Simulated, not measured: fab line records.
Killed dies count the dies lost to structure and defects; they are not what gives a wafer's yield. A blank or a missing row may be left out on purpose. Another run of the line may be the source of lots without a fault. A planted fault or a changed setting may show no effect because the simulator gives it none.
Which tool is to blame? :: flow nandHarc :: 14 lots, 42 wafers sampled, at 2 steps of a route of 1302

WHAT THE GAUGES READ, wafer by wafer
NHARC_A_M1_INSPECT_27.
lot: L566
measured: day 22 23:53
on: defectInspect-01
rawDefectCount: 745 503 554

lot: L567
measured: day 23 03:49
on: defectInspect-01
rawDefectCount: 340 452 457

lot: L569
measured: day 24 12:04
on: defectInspect-01
rawDefectCount: 508 741 612

lot: L568
measured: day 24 12:45
on: defectInspect-01
rawDefectCount: 395 315 366

lot: L571
measured: day 24 22:52
on: defectInspect-01
rawDefectCount: 556 897 653

lot: L573
measured: day 25 16:40
on: defectInspect-02
rawDefectCount: 424 516 445

lot: L572
measured: day 25 16:56
on: defectInspect-02
rawDefectCount: 526 520 578

lot: L574
measured: day 26 07:53
on: defectInspect-02
rawDefectCount: 367 435 389

lot: L576
measured: day 27 10:20
on: defectInspect-02
rawDefectCount: 482 496 437

lot: L575
measured: day 27 17:30
on: defectInspect-02
rawDefectCount: 419 525 345

lot: L578
measured: day 28 22:50
on: defectInspect-01
rawDefectCount: 481 456 909

lot: L582
measured: day 29 15:45
on: defectInspect-02
rawDefectCount: 651 424 559

lot: L584
measured: day 30 15:35
on: defectInspect-02
rawDefectCount: 597 612 419

lot: L583
measured: day 30 16:16
on: defectInspect-01
rawDefectCount: 428 698 449

NHARC_A_BONDPAD_THK_MEAS_30: measures by ellipsometry.
lot: L566
measured: day 23 01:16
on: filmMetro-01
thkNm (nm): 198.5 197.3 199.0

lot: L567
measured: day 23 05:10
on: filmMetro-01
thkNm (nm): 201.7 200.5 202.2

lot: L569
measured: day 24 13:25
on: filmMetro-02
thkNm (nm): 198.0 201.3 199.4

lot: L568
measured: day 24 14:07
on: filmMetro-01
thkNm (nm): 202.2 203.0 203.8

lot: L571
measured: day 25 00:13
on: filmMetro-02
thkNm (nm): 202.4 202.4 202.1

lot: L573
measured: day 25 18:01
on: filmMetro-02
thkNm (nm): 199.4 199.9 197.7

lot: L572
measured: day 25 18:22
on: filmMetro-02
thkNm (nm): 203.1 200.9 201.9

lot: L574
measured: day 26 09:15
on: filmMetro-02
thkNm (nm): 201.0 203.9 205.3

lot: L576
measured: day 27 11:50
on: filmMetro-01
thkNm (nm): 198.8 199.0 199.9

lot: L575
measured: day 27 19:41
on: filmMetro-01
thkNm (nm): 202.3 204.4 201.3

lot: L578
measured: day 29 00:20
on: filmMetro-02
thkNm (nm): 201.2 200.4 199.8

lot: L582
measured: day 29 17:06
on: filmMetro-02
thkNm (nm): 200.6 202.3 199.8

lot: L584
measured: day 30 16:57
on: filmMetro-01
thkNm (nm): 200.0 202.5 201.7

lot: L583
measured: day 30 17:58
on: filmMetro-01
thkNm (nm): 201.7 200.3 202.3

WHICH TOOL RAN EACH LOT (tool, then ch and the chambers of the sampled wafers, then the start)
No process step before these readings appears in the record.

AS READ BY THE TOOLS THEMSELVES (means over the sampled wafers that have a number; for cases with no such wafer, the mark the record gives instead)
The record holds no such reading with a usual standard deviation.

THE ANSWER, worked out from the rows above alone
Rule: usual is defined by the lots themselves. The widest of any qualifying gaps counts: lots, ordered by their means at a reading, are off when they make up no more than a third of the lots, leave a main group of 4 or more, and stand apart from it by 3 or more times the standard deviation of that group's means. If all means in a main group match to the digits the tables above print for the reading, that group is not used. Also off: a lot with no number at a reading for which 4 or more lots have one. Where the step has rows for the other lots, those lots are counted as sound. First the gauges in route order, then the tools' own readings, where a lot's mean is used as printed above. At the first step where some lot is off, the reading lying furthest off is the one used; lots without a number count as furthest.
None of the lots is off at any reading shown; this tells nothing.

WHAT HAD BEEN PUT IN BY THE SIMULATOR
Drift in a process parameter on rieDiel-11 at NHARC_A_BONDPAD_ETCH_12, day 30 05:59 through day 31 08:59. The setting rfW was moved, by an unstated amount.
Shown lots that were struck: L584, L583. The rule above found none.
